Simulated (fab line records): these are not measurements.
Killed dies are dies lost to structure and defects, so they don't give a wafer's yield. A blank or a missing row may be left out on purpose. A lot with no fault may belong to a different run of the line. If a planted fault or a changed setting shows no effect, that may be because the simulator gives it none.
Matching of chambers -- flow n5-finfet -- N5_BEOL_M5_CURE_80 on uv-cure-03: 3 sister chambers
The step cures SiCOH lowk, time 120 s. 6 wafers are shown with their chamber, then 8 later ones without.

EACH WAFER AND ITS CHAMBER
wafer,chamber,wafer_temp_C_max,lamp-power-pct (%)
L086.4,2,372.2,52.25
L088.4,0,370.9,52.28
L088.5,0,370.7,52.36
L091.4,1,371.5,52.27
L091.6,1,371.7,52.25
L090.1,2,371.9,52.26

WAFERS WHOSE CHAMBER IS MISSING
wafer,wafer_temp_C_max,lamp-power-pct (%)
L090.3,372.7,52.36
L090.5,372.2,52.39
L090.2,373.2,52.27
L090.4,372.5,52.29
L090.6,372.7,52.30
L095.2,372.8,52.30
L095.4,372.6,52.33
L095.6,372.6,52.26

WHICH CHAMBER EACH WENT THROUGH
wafer,from the rows above,in truth
L090.3,2,2
L090.5,can't be placed: 2 or 1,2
L090.2,2,2
L090.4,2,2
L090.6,2,2
L095.2,2,2
L095.4,2,2
L095.6,2,2
Placed correctly: 7 of 8. From these rows, 1 cannot be placed; in 1 the true chamber is one of the candidates. Wrongly placed: 0.
How it was worked out, from the rows above alone: a wafer's distance from a chamber is the root of the sum, over the readings, of the square of ((its reading less the chamber's mean) divided by the reading's scatter). The wafer belongs to the nearest chamber; if the next one is less than 2 further off, it can't be placed. For every chamber, the mean is computed from those of its wafers that are shown. The scatter: the root of (the sum of the squares of (reading less its chamber's mean) over the shown wafers, divided by (wafers less chambers)).
